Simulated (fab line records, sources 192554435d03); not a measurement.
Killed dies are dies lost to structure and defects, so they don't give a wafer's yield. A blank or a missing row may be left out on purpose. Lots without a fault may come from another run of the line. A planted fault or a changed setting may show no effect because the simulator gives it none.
fab line records | flow n5_finfet | part 1 of 2: steps 1 to 26 of 32
record lots=5 wafers=15 last_day=17
route steps=1938 shown BEOL_M2@921 BEOL_M3@931
lots that met no fault: from a run of the same line without faults
start_h: hours from the record's first day to the start of the lot's first wafer shown | wait_h: hours since the lot's step before | " the same as in the row above | L1.1+2: a row that stands for several wafers | - no value, or no start given | * or withheld: withheld | < > ~ a bound
route shown NAME@n: a module of which the file shows steps, and the number in the route of the first | usual: mean/standard deviation of fault-free wafers | same: alike in all rows | chamber/n: place in a boat | sites: the reading at each site | _std_site: their standard deviation | _edge_site: outer sites' mean less inner sites' | radius_mm: how far each site lies from the wafer's centre | mask NAME#n: copy n | behind: the tool/chamber that last shaped the wafer | hold: why the lot was held/for how many hours/how that ended | device: the transistor (n, p or np) that didn't switch | end of line: the same wafers' tests at the end of the route | a step without rows: its recipe alone | killed: dies lost to structure and defects at the first sort, not the wafer's yield | map: a wafer's dies, x killed, . not, _ none there
set.NAME: the setting as run; set.NAME@STEP: as run at that earlier step | model.NAME: the simulator's own value behind a step, which no gauge read
lots at some steps of the route; a table a step, a row a wafer
services: from which hour (start_h, from the record's first day; less than 0 if before it) a tool's chamber was out of use, for how many hours, and why
## steps
# step N5_BEOL_M2_ECD_50
# recipe material=Cu target_thk_a=3000
# columns lot.wafer tool chamber start_h wait_h
L074.3+4+5 ecd_cu-02 0,1,0 147.57 0.1
L079.2+4+6 ecd_cu-02 0,1,1 176.50 0.1
L081.1+5+6 ecd_cu-01 0,1,0 196.50 0.1
L086.2+5+6 ecd_cu-01 1,1,0 246.03 0.1
L094.1+2+5 ecd_cu-01 0,1,0 266.71 0.1
# step N5_BEOL_M2_ANNEAL_51
# recipe temp_c=225 time_s=90 ambient=N2
# usual wafer_temp_C_max=225.70/0.26
# columns lot.wafer tool chamber start_h wait_h wafer_temp_C_max
L074.3 rtp_anneal-01 0 147.81 0.2 225.64
L074.4 " 0 " " 225.63
L074.5 " 0 " " 225.68
L079.2 rtp_anneal-01 0 176.62 0.1 225.77
L079.4 " 0 " " 225.98
L079.6 " 0 " " 226.11
L081.1 rtp_anneal-02 0 196.58 0.1 225.38
L081.5 " 0 " " 225.58
L081.6 " 0 " " 225.38
L086.2 rtp_anneal-02 0 246.73 0.7 225.46
L086.5 " 0 " " 225.78
L086.6 " 0 " " 225.64
L094.1 rtp_anneal-02 0 266.79 0.1 225.56
L094.2 " 0 " " 225.61
L094.5 " 0 " " 225.83
# step N5_BEOL_M2_CMP_52
# recipe stop_on=SiOC t_overpolish_s=6.8 down_force_psi=1 platen_rpm=50 clearing_platen_down_force_psi=1.5 clearing_platen_rpm=50 post_cmp_clean=cu_alkaline target_thk_nm=40 clearing_platen_pad_velocity_m_s=0.99484 pad_velocity_m_s=0.99484
# usual barrier_field_endpoint_s=24.6/0.56 motor_current_A=6.3/0.68 overpolish_run_s=6.799/0.0096 slurry_filter_dp_kPa=13.49/0.14 time_to_endpoint_s=62.2/2.6
# columns lot.wafer tool chamber start_h wait_h barrier_field_endpoint_s motor_current_A overpolish_run_s slurry_filter_dp_kPa time_to_endpoint_s
L074.4 cmp-01 1 148.24 0.2 24.6 6.7 6.802 13.23 61.3
L074.3 " 2 " " 25.4 5.7 6.805 13.32 65.3
L074.5 " 0 " " 24.9 6.5 6.787 13.68 60.6
L079.2 cmp-01 3 176.95 0.3 24.7 5.9 6.805 13.73 66.3
L079.4 " 0 " " 25.2 6.2 6.794 13.50 64.4
L079.6 " 1 " " 25.6 6.7 6.804 13.24 63.7
L081.1 cmp-01 2 196.88 0.3 24.1 5.7 6.804 13.31 64.7
L081.6 " 2 " " 24.5 5.9 6.790 13.72 63.4
L081.5 " 3 " " 24.8 6.0 6.795 13.63 63.3
L086.2 cmp-04 2 247.02 0.2 23.7 6.6 6.803 13.56 59.5
L086.5 " 1 " " 24.3 5.3 6.783 13.52 59.7
L086.6 " 2 " " 24.9 6.5 6.799 13.83 60.3
L094.2 cmp-04 1 267.18 0.3 24.0 5.4 6.802 13.48 61.4
L094.1 " 2 " " 24.0 6.7 6.813 13.44 59.0
L094.5 " 2 " " 24.3 6.5 6.787 13.59 58.3
# step N5_BEOL_M2_THK_MEAS_53
# recipe thk_meas_gauge=xrf reads=Cu_of_BEOL_M2_ECD_50
# usual M2_THK=39.5/1.2
# columns lot.wafer tool chamber start_h wait_h M2_THK[nm]
L074.3 film_metro-02 - 148.50 - 38.4
L074.4 " - " " 40.3
L074.5 " - " " 38.5
L079.2 film_metro-01 - 177.17 - 38.7
L079.4 " - " " 39.1
L079.6 " - " " 37.1
L081.1 film_metro-01 - 197.17 - 39.6
L081.5 " - " " 39.2
L081.6 " - " " 40.7
L086.2 film_metro-01 - 247.27 - 42.5
L086.5 " - " " 40.6
L086.6 " - " " 41.1
L094.1 film_metro-02 - 267.47 - 38.9
L094.2 " - " " 41.1
L094.5 " - " " 39.7
# step N5_BEOL_M2_PRE_CLEAN_60
# recipe gas=NH3/H2 time_s=15 temp_c=* rf_power_w=300
# usual heater_power_w=86/15
# columns lot.wafer tool chamber start_h wait_h heater_power_w
L074.3 cvd_co-02 1 148.53 0.0 62
L074.4 " 1 " " 60
L074.5 " 2 " " 90
L079.2 cvd_co-01 2 177.21 0.0 100
L079.4 " 1 " " 111
L079.6 " 0 " " 77
L081.1 cvd_co-01 1 197.21 0.0 109
L081.5 " 2 " " 99
L081.6 " 0 " " 77
L086.2 cvd_co-02 2 247.31 0.0 90
L086.5 " 0 " " 84
L086.6 " 1 " " 62
L094.1 cvd_co-02 0 267.51 0.0 82
L094.2 " 1 " " 61
L094.5 " 1 " " 62
# step N5_BEOL_M2_CO_CAP_55
# recipe material=Co target_thk_a=20 temp_c=200 precursor=CCTBA/H2 pressure_torr=30 time_s=102.1
# usual heater_power_w=237/18
# columns lot.wafer tool chamber start_h wait_h heater_power_w
L074.3 cvd_co-02 1 148.57 0.0 210
L074.4 " 1 " " 204
L074.5 " 2 " " 243
L079.2 cvd_co-01 2 177.25 0.0 251
L079.4 " 1 " " 263
L079.6 " 0 " " 227
L081.1 cvd_co-01 1 197.25 0.0 268
L081.5 " 2 " " 249
L081.6 " 0 " " 231
L086.2 cvd_co-02 2 247.35 0.0 245
L086.5 " 0 " " 233
L086.6 " 1 " " 204
L094.1 cvd_co-02 0 267.55 0.0 233
L094.2 " 1 " " 211
L094.5 " 1 " " 209
# step N5_BEOL_M2_PRE_CLEAN_56
# recipe gas=NH3 time_s=15 temp_c=withheld rf_power_w=300
# columns lot.wafer tool chamber start_h wait_h
L074.3+4+5 pecvd-01 2,2,1 148.66 0.1
L079.2+4+6 pecvd-03 0,2,1 177.34 0.1
L081.1+5+6 pecvd-04 1,2,1 197.34 0.1
L086.2+5+6 pecvd-04 1,2,1 247.44 0.1
L094.1+2+5 pecvd-01 0,2,2 267.64 0.1
# step N5_BEOL_M2_DEP_57
# recipe material=SiCN target_thk_a=80 temp_c=withheld precursor=3MS/NH3 pressure_torr=3 rf_w=202 time_s=14
# usual showerhead_plenum_p_Torr=3.659/0.018 throttle_valve_pct=9.1/0.57
# columns lot.wafer tool chamber start_h wait_h showerhead_plenum_p_Torr throttle_valve_pct
L074.3 pecvd-01 2 148.69 0.0 3.640 8.5
L074.4 " 2 " " 3.649 8.3
L074.5 " 1 " " 3.688 9.1
L079.2 pecvd-03 0 177.36 0.0 3.659 9.3
L079.4 " 2 " " 3.663 9.4
L079.6 " 1 " " 3.671 9.6
L081.1 pecvd-04 1 197.36 0.0 3.647 9.8
L081.5 " 2 " " 3.652 8.2
L081.6 " 1 " " 3.647 9.5
L086.2 pecvd-04 1 247.47 0.0 3.644 9.5
L086.5 " 2 " " 3.650 8.0
L086.6 " 1 " " 3.653 9.4
L094.1 pecvd-01 0 267.66 0.0 3.616 10.2
L094.2 " 2 " " 3.651 8.2
L094.5 " 2 " " 3.647 8.6
# step N5_BEOL_M2_RS_MEAS_58
# recipe thk_meas_gauge=four-point-probe reads=Co_of_BEOL_M2_CO_CAP_55+Cu_of_BEOL_M2_ECD_50+Co_of_BEOL_M2_CVD_47+TaN_of_BEOL_M2_ALD_84
# usual M2_RS=0.678/0.026
# columns lot.wafer tool chamber start_h wait_h M2_RS[ohm/sq]
L074.3 film_metro-02 - 148.76 0.1 0.701
L074.4 " - " " 0.662
L074.5 " - " " 0.696
L079.2 film_metro-02 - 177.43 0.1 0.695
L079.4 " - " " 0.687
L079.6 " - " " 0.736
L081.1 film_metro-02 - 197.43 0.0 0.680
L081.5 " - " " 0.683
L081.6 " - " " 0.651
L086.2 film_metro-01 - 247.53 0.1 0.618
L086.5 " - " " 0.655
L086.6 " - " " 0.645
L094.1 film_metro-02 - 267.73 0.0 0.688
L094.2 " - " " 0.645
L094.5 " - " " 0.669
# step N5_BEOL_M2_INSPECT_59
# recipe inspect_instrument=darkfield mode=post_dep
# usual raw_defect_count=69/31
# columns lot.wafer tool chamber start_h wait_h raw_defect_count
L074.3 defect_inspect-02 - 148.78 0.0 65
L074.4 " - " " 77
L074.5 " - " " 54
L079.2 defect_inspect-01 - 177.46 0.0 67
L079.4 " - " " 67
L079.6 " - " " 85
L081.1 defect_inspect-01 - 197.46 0.0 54
L081.5 " - " " 55
L081.6 " - " " 53
L086.2 defect_inspect-02 - 247.56 0.0 128
L086.5 " - " " 215
L086.6 " - " " 204
L094.1 defect_inspect-02 - 267.76 0.0 59
L094.2 " - " " 63
L094.5 " - " " 100
# step N5_BEOL_M3_ILD_DEP_00
# recipe material=SiOC target_thk_a=790 temp_c=350 precursor=DEMS/O2 pressure_torr=5 rf_w=500 time_s=15.3
# usual heater_power_w=534/74 showerhead_plenum_p_Torr=5.698/0.012 throttle_valve_pct=12.2/0.55
# columns lot.wafer tool chamber start_h wait_h heater_power_w showerhead_plenum_p_Torr throttle_valve_pct
L074.3 pecvd-04 1 148.82 0.0 478 5.670 12.9
L074.4 " 1 " " 482 5.689 12.6
L074.5 " 2 " " 557 5.684 10.6
L079.2 pecvd-03 0 177.49 0.0 491 5.697 12.1
L079.4 " 2 " " 508 5.681 12.1
L079.6 " 1 " " 621 5.709 12.7
L081.1 pecvd-03 2 197.49 0.0 583 5.703 12.4
L081.5 " 2 " " 571 5.703 12.2
L081.6 " 1 " " 615 5.709 12.3
L086.2 pecvd-04 0 247.60 0.0 475 5.684 11.7
L086.5 " 0 " " 460 5.686 12.1
L086.6 " 2 " " 510 5.676 10.5
L094.1 pecvd-02 0 267.79 0.0 448 5.688 12.4
L094.2 " 1 " " 569 5.698 12.7
L094.5 " 1 " " 579 5.707 12.8
# step N5_BEOL_M3_THK_MEAS_01
# recipe reads=SiOC_of_BEOL_M3_ILD_DEP_00
# usual M3_ILD_THK=79.0/0.94
# columns lot.wafer tool chamber start_h wait_h M3_ILD_THK[nm]
L074.3 film_metro-01 - 148.89 0.1 76.7
L074.4 " - " " 78.3
L074.5 " - " " 78.2
L079.2 film_metro-01 - 177.56 0.1 77.6
L079.4 " - " " 80.3
L079.6 " - " " 79.8
L081.1 film_metro-01 - 197.56 0.0 78.8
L081.5 " - " " 78.8
L081.6 " - " " 79.1
L086.2 film_metro-01 - 247.67 0.1 77.6
L086.5 " - " " 79.7
L086.6 " - " " 78.7
L094.1 film_metro-01 - 267.86 0.0 78.8
L094.2 " - " " 79.4
L094.5 " - " " 79.3
# step N5_BEOL_M3_PECVD_72
# recipe material=SiO2 target_thk_a=160 temp_c=400 precursor=TEOS/O2 pressure_torr=5.5 rf_w=450 teos_flow_sccm=53.8 gas=O2 flow_sccm=3000 time_s=18
# usual heater_power_w=748/93 showerhead_plenum_p_Torr=8.78/0.056 throttle_valve_pct=22.4/1.4
# columns lot.wafer tool chamber start_h wait_h heater_power_w showerhead_plenum_p_Torr throttle_valve_pct
L074.3 pecvd-04 2 148.92 0.0 812 8.72 19.6
L074.4 " 0 " " 651 8.78 22.2
L074.5 " 2 " " 816 8.73 19.8
L079.2 pecvd-02 2 177.60 0.0 889 8.79 23.0
L079.4 " 0 " " 596 8.80 23.3
L079.6 " 2 " " 900 8.83 23.3
L081.1 pecvd-04 2 197.60 0.0 728 8.72 19.9
L081.5 " 0 " " 722 8.80 22.5
L081.6 " 1 " " 750 8.70 23.5
L086.2 pecvd-04 0 247.70 0.0 607 8.79 22.6
L086.5 " 0 " " 627 8.78 22.6
L086.6 " 1 " " 709 8.70 23.3
L094.1 pecvd-02 0 267.90 0.0 628 8.79 23.2
L094.2 " 1 " " 932 8.87 24.0
L094.5 " 0 " " 618 8.80 23.1
# step N5_BEOL_M3_HM_DEP_02
# recipe material=TiN target_thk_a=200 temp_c=25 chamber_pressure_pa=0.49996
# usual throttle_valve_pct=30.0/0.81
# columns lot.wafer tool chamber start_h wait_h throttle_valve_pct
L074.3 pvd_sputter-03 - 150.51 1.6 30.9
L074.4 " - " " 29.2
L074.5 " - " " 30.5
L079.2 pvd_sputter-03 - 179.80 2.2 29.5
L079.4 " - " " 29.2
L079.6 " - " " 31.0
L081.1 pvd_sputter-03 - 197.65 0.0 29.4
L081.5 " - " " 30.5
L081.6 " - " " 29.4
L086.2 pvd_sputter-03 - 248.58 0.9 29.2
L086.5 " - " " 30.5
L086.6 " - " " 29.6
L094.1 pvd_sputter-01 - 270.00 2.1 31.1
L094.2 " - " " 30.9
L094.5 " - " " 29.4
# step N5_BEOL_M3_COAT_61
# recipe resist=SOC temp_c=250 time_s=60 spin_rpm=1500 resist_thk_nm=60
# usual plate_temp_C=249.99/0.16
# columns lot.wafer tool chamber start_h wait_h plate_temp_C
L074.3 litho_track-05 0 150.64 0.1 250.09
L074.4 " 0 " " 249.94
L074.5 " 0 " " 250.00
L079.2 litho_track-01 0 179.93 0.1 250.02
L079.4 " 0 " " 249.89
L079.6 " 0 " " 249.93
L081.1 litho_track-04 0 197.79 0.1 250.02
L081.5 " 0 " " 250.04
L081.6 " 0 " " 249.94
L086.2 litho_track-04 0 248.70 0.1 249.91
L086.5 " 0 " " 249.92
L086.6 " 0 " " 250.02
L094.1 litho_track-05 0 270.12 0.1 250.03
L094.2 " 0 " " 249.98
L094.5 " 0 " " 249.82
# step N5_BEOL_M3_COAT_62
# recipe resist=SiARC temp_c=220 time_s=60 spin_rpm=1500 resist_thk_nm=12
# usual plate_temp_C=219.97/0.16
# columns lot.wafer tool chamber start_h wait_h plate_temp_C
L074.3 litho_track-05 0 - - 220.20
L074.4 " 0 " " 220.26
L074.5 " 0 " " 219.83
L079.2 litho_track-01 0 - - 219.82
L079.4 " 0 " " 219.92
L079.6 " 0 " " 219.69
L081.1 litho_track-04 0 - - 220.04
L081.5 " 0 " " 220.08
L081.6 " 0 " " 220.03
L086.2 litho_track-04 0 - - 219.96
L086.5 " 0 " " 220.07
L086.6 " 0 " " 220.14
L094.1 litho_track-05 0 - - 220.24
L094.2 " 0 " " 219.96
L094.5 " 0 " " 219.98
# step N5_BEOL_M3_COAT_73
# recipe resist=underlayer temp_c=205 time_s=60 spin_rpm=1500 resist_thk_nm=5
# usual plate_temp_C=205.02/0.16
# columns lot.wafer tool chamber start_h wait_h plate_temp_C
L074.3 litho_track-05 0 - - 205.03
L074.4 " 0 " " 205.13
L074.5 " 0 " " 205.16
L079.2 litho_track-01 0 - - 205.12
L079.4 " 0 " " 205.04
L079.6 " 0 " " 205.16
L081.1 litho_track-04 0 - - 205.03
L081.5 " 0 " " 204.90
L081.6 " 0 " " 204.66
L086.2 litho_track-04 0 - - 205.03
L086.5 " 0 " " 204.94
L086.6 " 0 " " 205.06
L094.1 litho_track-05 0 - - 204.86
L094.2 " 0 " " 205.13
L094.5 " 0 " " 205.27
# step N5_BEOL_M3_COAT_05
# recipe resist=CAR-EUV spin_rpm=1500 resist_thk_nm=30
# columns lot.wafer tool chamber start_h wait_h
L074.3+4+5 litho_track-05 0 - -
L079.2+4+6 litho_track-01 0 - -
L081.1+5+6 litho_track-04 0 - -
L086.2+5+6 litho_track-04 0 - -
L094.1+2+5 litho_track-05 0 - -
# step N5_BEOL_M3_EBR_07
# recipe solvent=PGMEA ebr_width_mm=1.5
# columns lot.wafer tool chamber start_h wait_h
L074.3+4+5 litho_track-05 0 - -
L079.2+4+6 litho_track-01 0 - -
L081.1+5+6 litho_track-04 0 - -
L086.2+5+6 litho_track-04 0 - -
L094.1+2+5 litho_track-05 0 - -
# step N5_BEOL_M3_SOFTBAKE_06
# recipe temp_c=110 time_s=60 resist=CAR-EUV
# usual plate_temp_C=110.00/0.13
# columns lot.wafer tool chamber start_h wait_h plate_temp_C
L074.3 litho_track-05 0 - - 109.72
L074.4 " 0 " " 109.86
L074.5 " 0 " " 109.86
L079.2 litho_track-01 0 - - 109.95
L079.4 " 0 " " 109.88
L079.6 " 0 " " 110.02
L081.1 litho_track-04 0 - - 109.90
L081.5 " 0 " " 109.76
L081.6 " 0 " " 109.87
L086.2 litho_track-04 0 - - 109.98
L086.5 " 0 " " 109.94
L086.6 " 0 " " 109.91
L094.1 litho_track-05 0 - - 109.87
L094.2 " 0 " " 110.02
L094.5 " 0 " " 109.96
# step N5_BEOL_M3_EXPOSE_08
# recipe mask_id=M3 na=0.33 source_shape=dipole sigma_inner=0.369 sigma_outer=0.767 polarization=unpolarized dose_mj=33
# columns lot.wafer tool chamber start_h wait_h mask
L074.3+4+5 euv_scanner-02 0 150.91 - M3#0
L079.2+4+6 euv_scanner-01 0 180.20 - M3#0
L081.1+5+6 euv_scanner-02 0 198.06 - M3#0
L086.2+5+6 euv_scanner-01 0 248.97 - M3#0
L094.1+2+5 euv_scanner-02 0 270.41 - M3#0
# step N5_BEOL_M3_PEB_09
# recipe peb_temp_c=100 peb_time_s=60 resist=CAR-EUV
# usual plate_temp_C=100.01/0.13
# columns lot.wafer tool chamber start_h wait_h plate_temp_C
L074.3 litho_track-05 0 150.96 0.0 99.85
L074.4 " 0 " " 99.98
L074.5 " 0 " " 100.00
L079.2 litho_track-01 0 180.25 0.0 100.14
L079.4 " 0 " " 100.06
L079.6 " 0 " " 100.09
L081.1 litho_track-04 0 198.12 0.1 99.82
L081.5 " 0 " " 99.88
L081.6 " 0 " " 100.01
L086.2 litho_track-01 0 249.03 0.0 99.85
L086.5 " 0 " " 100.02
L086.6 " 0 " " 99.92
L094.1 litho_track-05 0 270.47 0.1 99.86
L094.2 " 0 " " 99.99
L094.5 " 0 " " 100.06
# step N5_BEOL_M3_DEVELOP_10
# recipe develop_time_s=30 developer=TMAH resist=CAR-EUV rinse_liquid=surfactant_rinse dry=air_spin dev_temp_c=23
# columns lot.wafer tool chamber start_h wait_h
L074.3+4+5 litho_track-05 0 - -
L079.2+4+6 litho_track-01 0 - -
L081.1+5+6 litho_track-04 0 - -
L086.2+5+6 litho_track-01 0 - -
L094.1+2+5 litho_track-05 0 - -
# step N5_BEOL_M3_CD_MEAS_11
# recipe target_cd_nm=17.05 landing_energy_ev=500 detector=se_inlens polarity=opening
# usual cd_nm=17.06/0.22
# columns lot.wafer tool chamber start_h wait_h cd_nm
L074.3 cd_sem-03 0 151.03 - 17.07
L074.4 " 0 " " 17.11
L074.5 " 0 " " 17.14
L079.2 cd_sem-01 0 180.32 - 17.53
L079.4 " 0 " " 17.42
L079.6 " 0 " " 17.12
L081.1 cd_sem-03 0 198.18 - 16.92
L081.5 " 0 " " 16.76
L081.6 " 0 " " 17.20
L086.2 cd_sem-03 0 249.09 - 16.66
L086.5 " 0 " " 16.92
L086.6 " 0 " " 17.03
L094.1 cd_sem-03 0 270.53 - 16.99
L094.2 " 0 " " 16.95
L094.5 " 0 " " 17.26
# step N5_BEOL_M3_OVL_MEAS_12
# recipe points_per_wafer=522
# usual M3_OVL=-0.2/0.77
# columns lot.wafer tool chamber start_h wait_h M3_OVL[nm]
L074.3 overlay-02 0 151.07 0.0 -0.7
L074.4 " 0 " " 0.1
L074.5 " 0 " " 0.0
L079.2 overlay-02 0 180.35 0.0 -0.1
L079.4 " 0 " " -1.3
L079.6 " 0 " " 1.3
L081.1 overlay-02 0 198.21 0.0 -0.7
L081.5 " 0 " " -0.8
L081.6 " 0 " " -0.6
L086.2 overlay-01 0 249.13 0.0 -0.6
L086.5 " 0 " " -0.6
L086.6 " 0 " " -1.0
L094.1 overlay-02 0 270.56 0.0 -0.3
L094.2 " 0 " " 0.3
L094.5 " 0 " " -0.7
# step N5_BEOL_M3_INSPECT_13
# recipe mode=adi inspect_instrument=brightfield
# usual raw_defect_count=395/100
# columns lot.wafer tool chamber start_h wait_h raw_defect_count
L074.3 defect_inspect-02 - 151.12 0.0 331
L074.4 " - " " 396
L074.5 " - " " 354
L079.2 defect_inspect-01 - 180.41 0.0 442
L079.4 " - " " 366
L079.6 " - " " 398
L081.1 defect_inspect-02 - 198.27 0.1 390
L081.5 " - " " 337
L081.6 " - " " 385
L086.2 defect_inspect-01 - 249.18 0.0 408
L086.5 " - " " 493
L086.6 " - " " 536
L094.1 defect_inspect-02 - 270.62 0.1 293
L094.2 " - " " 411
L094.5 " - " " 395
